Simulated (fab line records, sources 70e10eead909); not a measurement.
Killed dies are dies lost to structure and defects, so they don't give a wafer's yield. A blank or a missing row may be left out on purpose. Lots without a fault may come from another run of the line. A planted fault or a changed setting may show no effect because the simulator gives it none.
fab line records | flow nand_harc
record lots=7 wafers=21 last_day=24
route steps=1159 shown A_STAIRCASE@663 END@1159
lots that met no fault: from a run of the same line without faults
start_h: hours from the record's first day to the start of the lot's first wafer shown | wait_h: hours since the lot's step before | " the same as in the row above | L1.1+2: a row that stands for several wafers | - no value, or no start given | * or withheld: withheld | < > ~ a bound
route shown NAME@n: a module of which the file shows steps, and the number in the route of the first | usual: mean/standard deviation of fault-free wafers | same: alike in all rows | chamber/n: place in a boat | sites: the reading at each site | _std_site: their standard deviation | _edge_site: outer sites' mean less inner sites' | radius_mm: how far each site lies from the wafer's centre | mask NAME#n: copy n | behind: the tool/chamber that last shaped the wafer | hold: why the lot was held/for how many hours/how that ended | device: the transistor (n, p or np) that didn't switch | end of line: the same wafers' tests at the end of the route | a step without rows: its recipe alone | killed: dies lost to structure and defects at the first sort, not the wafer's yield | map: a wafer's dies, x killed, . not, _ none there
set.NAME: the setting as run; set.NAME@STEP: as run at that earlier step | model.NAME: the simulator's own value behind a step, which no gauge read
lots at some steps of the route; a table a step, a row a wafer
services: from which hour (start_h, from the record's first day; less than 0 if before it) a tool's chamber was out of use, for how many hours, and why
## steps
# step NHARC_A_STAIRCASE_HARDBAKE_290
# recipe temp_c=120 time_s=140
# step NHARC_A_STAIRCASE_DESCUM_291
# recipe time_s=3 o2_flow_sccm=200 ar_flow_sccm=0 bias_power_w=0 chemistry=O2
# step NHARC_A_STAIRCASE_ETCH_292
# recipe cf4_flow_sccm=100 chf3_flow_sccm=30 ar_flow_sccm=0 rf_w=500 bias_w=200 chemistry=CF4/CHF3
# step NHARC_A_STAIRCASE_HM_OPEN_460
# recipe o2_flow_sccm=400 cos_flow_sccm=20 ar_flow_sccm=0 rf_w=500 bias_w=300 chemistry=O2/COS
# step NHARC_A_STAIRCASE_STRIP_461
# recipe o2_flow_sccm=400 cos_flow_sccm=20 ar_flow_sccm=0 bias_w=0 chemistry=O2/COS
# step NHARC_A_STAIRCASE_ETCH_452
# recipe target_depth_a=300 overetch_a=30 time_s=16.5 ion_energy_ev=100 cf4_flow_sccm=80 o2_flow_sccm=20 ar_flow_sccm=0 rf_w=300 bias_w=100 chemistry=CF4/O2
# usual drypump_motor_current_A=5.7/0.5 mfc_ar_sccm=0.008/0.009 oes_product_au=0.997/0.011 rf_fwd_power_W=294.0/1.4 rf_vpp_V=198.3/1.4 showerhead_plenum_p_Torr=1.36/0.055 throttle_valve_pct=13.397/0.0086
# columns lot.wafer tool chamber start_h wait_h drypump_motor_current_A mfc_ar_sccm oes_product_au rf_fwd_power_W rf_hours_counter_h rf_vpp_V showerhead_plenum_p_Torr throttle_valve_pct
L911.1 rie_diel-01 1 - - 5.6 0.015 1.017 294.8 45 198.7 1.34 13.390
L911.3 " 2 " " 5.5 0.004 1.000 294.6 44 197.8 1.32 13.380
L911.6 " 2 " " 5.6 0.004 0.993 294.4 - 198.4 1.32 13.393
L913.1 rie_diel-02 2 - - 6.5 0.011 1.009 293.5 38 198.5 1.36 13.409
L913.2 " 0 " " 4.9 0.015 0.995 293.5 46 200.1 1.44 13.407
L913.4 " 3 " " 6.6 0 0.999 295.4 - 196.6 1.27 13.384
L914.1 rie_diel-02 3 - - 6.6 0 0.998 294.7 54 198.1 1.27 13.403
L914.2 " 0 " " 4.9 0.015 1.003 296.6 52 199.9 1.43 13.399
L914.5 " 3 " " 6.6 0 1.003 295.6 - 195.4 1.27 13.399
L915.1 rie_diel-01 0 - - 6.0 0 1.002 295.8 51 200.0 1.43 13.404
L915.4 " 1 " " 5.7 0.015 1.014 293.5 53 200.3 1.34 13.387
L915.5 " 3 " " 5.0 0.006 1.003 294.6 - 198.7 1.37 13.387
L916.4 rie_diel-01 1 - - 5.6 0.015 1.011 293.0 55 197.9 1.34 13.392
L916.3 " 3 " " 5.1 0.006 0.996 294.1 54 199.5 1.37 13.400
L916.6 " 1 " " 5.6 0.015 1.009 293.9 - 196.6 1.34 13.405
L923.1 rie_diel-01 0 - - 6.0 0 0.987 296.8 8 200.0 1.43 13.414
L923.4 " 1 " " 5.6 0.015 1.022 294.5 - 196.4 1.34 13.391
L923.5 " 3 " " 5.1 0.006 0.986 293.4 - 198.9 1.36 13.411
L927.2 rie_diel-02 3 - - 6.6 0 1.005 295.4 12 196.4 1.27 13.402
L927.3 " 1 " " 5.2 0.000 0.970 292.4 10 197.2 1.26 13.390
L927.5 " 2 " " 6.5 0.011 0.980 291.5 - 197.5 1.36 13.399
# step NHARC_A_STAIRCASE_ETCH_294
# recipe target_depth_a=49920 time_s=1212.4 ion_energy_ev=800 c4f8_flow_sccm=80 o2_flow_sccm=60 ar_flow_sccm=withheld rf_w=600 bias_w=3000 chemistry=C4F8/O2/Ar
# step NHARC_A_STAIRCASE_STRIP_295
# recipe o2_flow_sccm=500 ar_flow_sccm=0 bias_w=0 chemistry=O2
# usual drypump_motor_current_A=5.7/0.51 mfc_ar_sccm=0.009/0.0093 oes_product_au=0.997/0.01 rf_vpp_V=57.9/0.91 showerhead_plenum_p_Torr=3.58/0.14 throttle_valve_pct=17.037/0.0092
# columns lot.wafer tool chamber start_h wait_h drypump_motor_current_A mfc_ar_sccm oes_product_au rf_hours_counter_h rf_vpp_V showerhead_plenum_p_Torr throttle_valve_pct
L911.3 rie_diel-01 3 - - 5.0 0.006 0.995 45 58.8 3.61 17.033
L911.1 " 0 " " 6.0 0 0.987 45 58.5 3.78 17.034
L911.6 " 2 " " 5.5 0.004 1.001 - 57.6 3.49 17.030
L913.2 rie_diel-02 0 - - 4.9 0.015 0.995 47 60.1 3.78 17.027
L913.1 " 2 " " 6.5 0.011 1.005 39 57.8 3.60 17.046
L913.4 " 2 " " 6.5 0.011 1.010 - 59.3 3.60 17.045
L914.1 rie_diel-02 0 - - 4.9 0.015 1.001 53 59.4 3.78 17.030
L914.2 " 1 " " 5.2 0.000 0.974 40 56.0 3.34 17.039
L914.5 " 0 " " 4.9 0.015 0.999 - 58.7 3.78 17.043
L915.4 rie_diel-01 3 - - 5.0 0.006 1.008 52 56.8 3.61 17.027
L915.1 " 2 " " 5.6 0.004 1.004 53 58.7 3.49 17.028
L915.5 " 3 " " 5.1 0.006 1.010 - 59.1 3.61 17.029
L916.3 rie_diel-01 0 - - 6.0 0 0.997 54 59.3 3.78 17.043
L916.4 " 3 " " 5.0 0.006 1.002 55 58.5 3.60 17.055
L916.6 " 1 " " 5.7 0.015 1.001 - 58.0 3.54 17.068
L923.1 rie_diel-01 3 - - 5.0 0.006 0.983 10 59.2 3.60 17.054
L923.4 " 1 " " 5.6 0.015 1.017 - 57.3 3.53 17.040
L923.5 " 3 " " 5.1 0.006 0.991 - 57.1 3.60 17.031
L927.3 rie_diel-02 0 - - 4.9 0.015 1.013 12 58.9 3.77 17.038
L927.2 " 1 " " 5.2 0.000 0.979 11 57.7 3.33 17.048
L927.5 " 2 " " 6.5 0.011 0.994 - 58.8 3.59 17.065
# step NHARC_A_STAIRCASE_STRIP_296
# recipe time_s=900 temp_c=130 chemistry=SPM
# step NHARC_A_STAIRCASE_PRECLEAN_297
# recipe time_s=* temp_c=50 bath_age_min=0 chemistry=SC1
# step NHARC_A_STAIRCASE_SRD_298
# step NHARC_A_STAIRCASE_HM_DEP_462
# recipe target_thk_a=8000 temp_c=400 material=aC
# usual susceptor_temp_C=400.00/0.23 throttle_valve_pct=35.001/0.009
# columns lot.wafer tool chamber start_h wait_h susceptor_temp_C throttle_valve_pct
L911.1 acl_dep-03 0 284.08 0.1 399.99 35.017
L911.3 " 0 " " 399.95 34.999
L911.6 " 0 " " 400.00 34.998
L913.1 acl_dep-03 0 286.69 0.1 400.05 35.002
L913.2 " 0 " " 400.17 35.003
L913.4 " 0 " " 399.90 34.990
L914.1 acl_dep-03 - 302.15 0.1 - -
L914.2 " - " " - -
L914.5 " - " " - -
L915.1 acl_dep-01 - 308.03 4.2 - -
L915.4 " - " " - -
L915.5 " - " " - -
L916.3 acl_dep-01 - 314.50 1.5 - -
L916.4 " - " " - -
L916.6 " - " " - -
L923.1 acl_dep-01 0 345.29 0.1 399.58 35.009
L923.4 " 0 " " 399.69 35.004
L923.5 " 0 " " 399.84 35.016
L927.2 acl_dep-02 0 380.21 2.3 - 34.990
L927.3 " 0 " " - 34.999
L927.5 " 0 " " - 35.009
# step NHARC_A_STAIRCASE_DEP_301
# recipe target_thk_a=300 target_thk_nm=30 temp_c=400 pressure_torr=3.5 flow_sccm=200 rf_w=350 material=SiON
# step NHARC_A_STAIRCASE_DEHYDRATE_302
# recipe temp_c=150 time_s=120
# step NHARC_A_STAIRCASE_HMDS_303
# recipe time_s=30
# step NHARC_A_STAIRCASE_COAT_304
# recipe spin_rpm=1200
# step NHARC_A_STAIRCASE_SOFTBAKE_305
# recipe temp_c=135 time_s=170
# step NHARC_A_STAIRCASE_EBR_306
# step NHARC_A_STAIRCASE_EXPOSE_307
# recipe na=0.5 dose_mj=45.72 mask_id=CHOP_50
# step NHARC_A_STAIRCASE_PEB_308
# recipe peb_temp_c=115 peb_time_s=130
# step NHARC_A_STAIRCASE_DEVELOP_309
# recipe time_s=140
# step NHARC_A_STAIRCASE_HARDBAKE_311
# recipe temp_c=120 time_s=140
# step NHARC_A_STAIRCASE_DESCUM_312
# recipe time_s=3 o2_flow_sccm=200 ar_flow_sccm=0 bias_power_w=0 chemistry=O2
# step NHARC_A_STAIRCASE_ETCH_313
# recipe cf4_flow_sccm=100 chf3_flow_sccm=30 ar_flow_sccm=0 rf_w=500 bias_w=200 chemistry=CF4/CHF3
# usual drypump_motor_current_A=5.7/0.54 mfc_ar_sccm=0.009/0.0096 oes_product_au=0.935/0.02 rf_fwd_power_W=497.3/1.6 rf_vpp_V=371.5/2.4 showerhead_plenum_p_Torr=1.60/0.068 throttle_valve_pct=16.803/0.0091
# columns lot.wafer tool chamber start_h wait_h drypump_motor_current_A mfc_ar_sccm oes_product_au rf_fwd_power_W rf_hours_counter_h rf_vpp_V showerhead_plenum_p_Torr throttle_valve_pct
L911.3 rie_diel-02 2 286.90 0.1 6.5 0.011 0.939 493.7 39 372.1 1.61 16.796
L911.1 " 0 " " 4.9 0.015 0.929 497.9 47 374.0 1.69 16.806
L911.6 " 2 " " 6.5 0.011 0.933 496.2 - 371.4 1.61 16.800
L913.4 rie_diel-02 3 289.85 0.1 6.6 0 0.925 498.6 50 368.0 1.50 16.789
L913.2 " 0 " " 4.9 0.015 0.923 495.9 49 373.4 1.69 16.798
L913.1 " 2 " " 6.5 0.011 0.929 497.2 41 372.5 1.61 16.789
L914.2 rie_diel-01 0 305.07 0.1 6.0 0 0.949 496.2 51 376.0 1.69 16.805
L914.1 " 2 " " 5.5 0.004 0.957 497.9 54 369.5 1.56 16.808
L914.5 " 1 " " 5.6 0.015 0.964 498.7 - 371.9 1.58 16.800
L915.1 rie_diel-08 0 310.94 0.1 5.5 0.018 0.956 497.6 0 371.8 1.60 16.807
L915.4 " 2 " " 5.6 0 0.979 497.2 0 375.2 1.70 16.804
L915.5 " 0 " " 5.5 0.018 0.956 498.2 - 371.9 1.61 16.803
L916.4 rie_diel-08 2 316.91 0.1 5.6 0 0.955 498.5 3 375.7 1.70 16.804
L916.3 " 0 " " 5.5 0.018 0.925 495.0 3 372.3 1.60 16.805
L916.6 " 3 " " 6.0 0.029 0.936 498.2 - 373.2 1.62 16.793
L923.1 rie_diel-02 0 348.10 0.1 4.9 0.015 0.959 500.3 4 373.2 1.68 16.806
L923.4 " 1 " " 5.2 0.000 0.955 497.7 4 368.3 1.48 16.805
L923.5 " 0 " " 4.9 0.015 0.973 499.2 - 374.0 1.68 16.828
L927.3 rie_diel-08 2 382.87 0.2 5.6 0 0.933 499.7 29 375.5 1.69 16.803
L927.2 " 0 " " 5.6 0.018 0.943 497.5 30 371.7 1.60 16.792
L927.5 " 2 " " 5.6 0 0.939 497.4 - 374.1 1.69 16.804
# step NHARC_A_STAIRCASE_HM_OPEN_463
# recipe o2_flow_sccm=400 cos_flow_sccm=20 ar_flow_sccm=0 rf_w=500 bias_w=300 chemistry=O2/COS
# step NHARC_A_STAIRCASE_STRIP_464
# recipe o2_flow_sccm=400 cos_flow_sccm=20 ar_flow_sccm=0 bias_w=0 chemistry=O2/COS
# step NHARC_A_STAIRCASE_ETCH_453
# recipe target_depth_a=300 overetch_a=30 time_s=16.5 ion_energy_ev=100 cf4_flow_sccm=80 o2_flow_sccm=20 ar_flow_sccm=0 rf_w=300 bias_w=100 chemistry=CF4/O2
# step NHARC_A_STAIRCASE_ETCH_315
# recipe target_depth_a=25000 time_s=607.1 ion_energy_ev=800 c4f8_flow_sccm=80 o2_flow_sccm=60 ar_flow_sccm=withheld rf_w=600 bias_w=3000 chemistry=C4F8/O2/Ar
# usual oes_product_au=0.931/0.0095 rf_fwd_power_W=599.4/1.8 rf_vpp_V=1831/11
# columns lot.wafer tool chamber start_h wait_h oes_product_au rf_fwd_power_W rf_hours_counter_h rf_vpp_V
L911.1 rie_diel-02 0 - - 0.937 602.4 47 1844
L911.3 " 1 " " 0.903 601.1 35 1813
L911.6 " 3 " " 0.927 598.9 - 1815
L913.4 rie_diel-02 2 - - 0.935 600.7 42 1832
L913.2 " 3 " " 0.937 601.8 51 1816
L913.1 " 0 " " 0.940 602.3 49 1845
L914.1 rie_diel-01 1 - - 0.944 600.6 53 1828
L914.2 " 2 " " 0.931 600.0 54 1825
L914.5 " 1 " " 0.949 601.5 - 1828
L915.4 rie_diel-08 1 - - 0.938 602.4 0 1821
L915.1 " 0 " " 0.926 596.6 0 1833
L915.5 " 2 " " 0.923 598.5 - 1847
L916.4 rie_diel-08 3 - - 0.931 598.5 3 1835
L916.3 " 0 " " 0.926 599.0 3 1833
L916.6 " 1 " " 0.946 602.4 - 1822
L923.4 rie_diel-02 1 - - 0.932 597.5 4 1812
L923.1 " 2 " " 0.942 600.2 4 1831
L923.5 " 3 " " 0.950 601.8 - 1815
L927.2 rie_diel-08 1 - - 0.932 594.4 31 1821
L927.3 " 0 " " 0.924 599.3 31 1832
L927.5 " 1 " " 0.934 597.6 - 1819
# step NHARC_A_STAIRCASE_STRIP_316
# recipe o2_flow_sccm=500 ar_flow_sccm=0 bias_w=0 chemistry=O2
# step NHARC_A_STAIRCASE_STRIP_317
# recipe time_s=900 temp_c=130 chemistry=SPM
# step NHARC_A_STAIRCASE_PRECLEAN_318
# recipe time_s=* temp_c=50 bath_age_min=0 chemistry=SC1
# step NHARC_A_STAIRCASE_SRD_329
# step NHARC_A_STAIRCASE_ALD_415
# recipe target_thk_a=300 pulse_time_s=6 ald_cycles=300 temp_c=300 material=SiO2
# step NHARC_A_STAIRCASE_ETCHBACK_416
# recipe target_depth_a=360 time_s=7.2 c4f8_flow_sccm=withheld o2_flow_sccm=8 ar_flow_sccm=withheld rf_w=600 bias_w=800 chemistry=C4F8/O2/Ar
# usual oes_product_au=0.934/0.029 rf_fwd_power_W=585.8/2.1 rf_vpp_V=724/4.5
# columns lot.wafer tool chamber start_h wait_h oes_product_au rf_fwd_power_W rf_hours_counter_h rf_vpp_V
L911.3 rie_diel-08 3 - - 0.919 588.5 63 725
L911.1 " 0 " " 0.910 583.8 62 726
L911.6 " 2 " " 0.926 584.0 - 716
L913.4 rie_diel-08 2 - - 0.917 583.6 59 715
L913.1 " 3 " " 0.922 585.2 65 727
L913.2 " 0 " " 0.905 587.0 63 726
L914.2 rie_diel-02 2 - - 0.931 584.8 45 724
L914.1 " 3 " " 0.933 587.5 55 718
L914.5 " 1 " " 0.916 586.1 - 718
L915.1 rie_diel-02 2 - - 0.929 584.8 49 725
L915.5 " 2 " " 0.934 585.3 - 725
L915.4 " 1 " " 0.911 585.7 - 718
L916.4 rie_diel-08 1 - - 0.931 585.7 6 720
L916.3 " 2 " " 0.932 584.7 6 731
L916.6 " 0 " " 0.926 588.1 - 725
L923.4 rie_diel-02 2 - - 0.916 583.9 5 726
L923.1 " 0 " " 0.926 588.4 5 729
L923.5 " 3 " " 0.940 585.8 - 719
L927.3 rie_diel-01 1 - - 0.931 583.2 24 723
L927.2 " 3 " " 0.919 585.8 25 726
L927.5 " 0 " " 0.911 588.8 - 729
# step NHARC_A_STAIRCASE_STRIP_476
# recipe time_s=20 o2_flow_sccm=500 ar_flow_sccm=0 bias_w=0 chemistry=O2
# step NHARC_A_STAIRCASE_DEP_417
# recipe target_thk_a=600 step_coverage_pct=20 temp_c=400 target_thk_nm=60 flow_sccm=200 rf_w=450 material=Si3N4
# step NHARC_A_STAIRCASE_WET_418
# recipe temp_c=160 target_depth_a=200 chemistry=H3PO4
# step NHARC_A_STAIRCASE_PRECLEAN_419
# recipe time_s=* temp_c=50 bath_age_min=0 chemistry=SC1
# step NHARC_A_STAIRCASE_SRD_421
# step NHARC_END_SORT_01
# recipe temp_c=25
# usual defect_limited_yield=95.4/1.7 killed_at_array=28/11 killed_at_other=0.6/0.85 killed_at_periphery=2.8/2.3 killed_dies=31/11 killed_open=3.1/1.6 killed_short=2.0/1.4 sort_bin_2_pct=1.4/0.73 sort_bin_3_pct=0.27/0.23 sort_bin_4_pct=2.9/1.1 sort_n_pass=646/11 sort_rim_yield_pct=95/3.2 sort_yield_pct=95.4/1.7
# same gross_dies=677 sort_bin_5_pct[%]=0 sort_bin_6_pct[%]=0 sort_bin_7_pct[%]=0 sort_bin_8_pct[%]=0 sort_rim_n_gross=106.00
# columns lot.wafer tool chamber start_h wait_h defect_limited_yield[%] killed_at_array killed_at_other killed_at_periphery killed_dies killed_open killed_short sort_bin_2_pct[%] sort_bin_3_pct[%] sort_bin_4_pct[%] sort_n_pass sort_rim_yield_pct[%] sort_yield_pct[%]
L913.1 prober-02 0 468.03 2.5 98.4 7 0 4 11 2 2 0.4 0.15 1.0 666 96 98.4
L913.2 prober-02 0 468.83 2.8 97.2 15 2 2 19 4 2 0.7 0.15 1.9 658 97 97.2
L913.4 prober-02 0 470.42 3.4 97.3 15 1 2 18 4 2 0.3 0.44 1.9 659 98 97.3
L911.1 prober-02 0 479.60 2.5 94.7 32 0 4 36 3 2 2.2 0.30 2.8 641 97 94.7
L911.3 prober-02 0 481.20 3.1 93.6 40 1 2 43 3 2 1.3 0.44 4.6 634 93 93.6
L911.6 prober-02 0 483.59 4.0 92.6 46 0 4 50 3 1 2.1 0.74 4.6 627 98 92.6
L923.1 prober-01 0 543.80 2.5 95.9 23 1 4 28 2 0 0.9 0.15 3.1 649 92 95.9
L923.4 prober-01 0 546.21 3.4 94.8 29 0 6 35 3 4 1.5 0.30 3.4 642 94 94.8
L923.5 prober-01 0 547.01 3.7 95.0 28 1 5 34 4 1 1.8 0.30 3.0 643 94 95.0
L927.2 prober-02 0 567.94 2.8 97.2 16 0 3 19 6 1 1.0 0.15 1.6 658 96 97.2
L927.3 prober-02 0 568.74 3.1 97.3 12 3 3 18 4 2 1.3 0.15 1.2 659 99 97.3
L927.5 prober-02 0 570.34 3.7 96.9 18 0 3 21 5 0 0.9 0.30 1.9 656 95 96.9
# killed by level:class
L913.1 A_CONTACT:chamber_film_flake=3 P_STI:chamber_film_flake=1 P_CONTACT:geometric_particle:short=1 P_M0:geometric_particle:open=1 A_CONTACT:geometric_particle:open=1 A_M0:geometric_particle:short=1 P_GATE:chamber_film_flake=1 A_CHANNEL_HOLE_D1:chamber_film_flake=1
L913.2 A_CHANNEL_HOLE_D1:chamber_film_flake=4 A_CONTACT:chamber_film_flake=3 P_M0:geometric_particle:open=2 A_STAIRCASE:chamber_film_flake=2 THIN_TSV:chamber_film_flake=2 A_ONON_D1:geometric_particle:short=1 A_CONTACT:geometric_particle:open=1 A_BLC:geometric_particle:open=1
L913.4 A_CONTACT:chamber_film_flake=4 A_CHANNEL_HOLE_D1:chamber_film_flake=3 A_STAIRCASE:chamber_film_flake=2 A_WL_FILL:chamber_film_flake=2 P_M1:geometric_particle:open=1 A_CHANNEL_FILL_D1:geometric_particle:open=1 A_STAIRCASE:geometric_particle:open=1 A_CONTACT:geometric_particle:open=1
L911.1 A_CHANNEL_HOLE_D1:chamber_film_flake=16 A_SLIT:chamber_film_flake=9 A_M1:geometric_particle:open=3 P_GATE:chamber_film_flake=2 A_STAIRCASE:chamber_film_flake=2 P_CONTACT:geometric_particle:short=1 A_ONON_D1:geometric_particle:short=1 A_CONTACT:chamber_film_flake=1
L911.3 A_CHANNEL_HOLE_D1:chamber_film_flake=18 A_CONTACT:chamber_film_flake=6 A_STAIRCASE:chamber_film_flake=6 A_SLIT:chamber_film_flake=6 A_ONON_D1:geometric_particle:open=1 A_CHANNEL_FILL_D1:geometric_particle:short=1 A_WL_FILL:geometric_particle:short=1 A_CONTACT:geometric_particle:open=1
L911.6 A_CHANNEL_HOLE_D1:chamber_film_flake=26 A_SLIT:chamber_film_flake=13 A_CHANNEL_FILL_D1:geometric_particle:open=2 P_ZERO_WELL:chamber_film_flake=2 A_STAIRCASE:chamber_film_flake=2 A_CONTACT:chamber_film_flake=2 P_CONTACT:geometric_particle:open=1 A_WL_FILL:geometric_particle:short=1
L923.1 A_SLIT:chamber_film_flake=13 A_CONTACT:chamber_film_flake=5 P_CONTACT:geometric_particle:open=2 P_ZERO_WELL:chamber_film_flake=2 A_CHANNEL_HOLE_D1:chamber_film_flake=2 A_STAIRCASE:chamber_film_flake=2 A_ZERO_WELL:chamber_film_flake=1 THIN_TSV:chamber_film_flake=1
L923.4 A_SLIT:chamber_film_flake=13 A_CONTACT:chamber_film_flake=6 A_STAIRCASE:chamber_film_flake=3 P_ZERO_WELL:chamber_film_flake=2 A_ZERO_WELL:chamber_film_flake=2 A_CHANNEL_HOLE_D1:chamber_film_flake=2 P_CONTACT:geometric_particle:short=1 P_M0:geometric_particle:open=1
L923.5 A_SLIT:chamber_film_flake=13 A_CONTACT:chamber_film_flake=7 A_CHANNEL_HOLE_D1:chamber_film_flake=5 P_GATE:geometric_particle:open=2 P_ZERO_WELL:chamber_film_flake=2 P_M0:geometric_particle:open=1 A_CHANNEL_FILL_D1:geometric_particle:open=1 A_WL_FILL:geometric_particle:short=1
L927.2 A_CHANNEL_HOLE_D1:chamber_film_flake=7 A_SGD_CUT:chamber_film_flake=3 P_CONTACT:geometric_particle:open=2 A_CONTACT:chamber_film_flake=2 P_STI:geometric_particle:open=1 A_SOURCE_PLATE:geometric_particle:open=1 A_CHANNEL_FILL_D1:geometric_particle:open=1 A_WL_FILL:geometric_particle:short=1
L927.3 A_CHANNEL_HOLE_D1:chamber_film_flake=4 A_SGD_CUT:chamber_film_flake=4 THIN_TSV:chamber_film_flake=3 P_CONTACT:geometric_particle:open=2 P_M2:geometric_particle:open=1 A_CHANNEL_FILL_D1:geometric_particle:short=1 A_WL_FILL:geometric_particle:short=1 A_CONTACT:geometric_particle:open=1
L927.5 A_CHANNEL_HOLE_D1:chamber_film_flake=7 A_CONTACT:chamber_film_flake=3 A_SGD_CUT:chamber_film_flake=2 A_M1:chamber_film_flake=2 P_CONTACT:geometric_particle:open=1 P_M0:geometric_particle:open=1 A_ONON_D1:geometric_particle:open=1 A_WL_FILL:geometric_particle:open=1
## services
# columns tool chamber start_h hours kind
rie_diel-02 0 282.34 - clean
rie_diel-02 1 282.34 - clean
rie_diel-02 2 282.34 - clean
rie_diel-02 3 282.34 - clean
acl_dep-01 - 295.03 13.0 pm
rie_diel-08 - 301.86 9.0 pm
rie_diel-02 0 306.84 - clean
rie_diel-02 1 306.84 - clean
rie_diel-02 2 306.84 - clean
rie_diel-02 3 306.84 - clean
rie_diel-02 0 307.41 9.1 repair
rie_diel-01 - 315.37 9.0 pm
rie_diel-02 - 327.83 9.0 pm
rie_diel-02 0 327.83 9.0 vent_cycle
rie_diel-02 1 327.83 9.0 vent_cycle
rie_diel-02 2 327.83 9.0 vent_cycle
rie_diel-02 3 327.83 9.0 vent_cycle
rie_diel-02 0 336.83 - clean
rie_diel-02 1 336.83 - clean
rie_diel-02 2 336.83 - clean
rie_diel-02 3 336.83 - clean
rie_diel-01 2 340.21 7.5 repair
acl_dep-02 - 350.23 13.0 pm
rie_diel-02 0 361.34 - clean
## key
first_sign step=NHARC_A_STAIRCASE_HM_DEP_462 reading=tool_record direction=missing
effect none on later readings
met_at NHARC_A_STAIRCASE_HM_DEP_462
struck_wafers L914.1,L914.2,L914.5,L915.1,L915.4,L915.5,L916.3,L916.4,L916.6
scrapped_behind NHARC_A_SGD_CUT_INSPECT_11 L914.1,L914.2,L914.5,L915.1,L915.4,L915.5,L916.3,L916.4,L916.6
onset_between 286.69 302.15
fault kind=skipped_step_whole tool=acl_dep-01,acl_dep-03 chamber=- onset_h=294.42 steps=NHARC_A_STAIRCASE_HM_DEP_462 scope=struck_lots_only
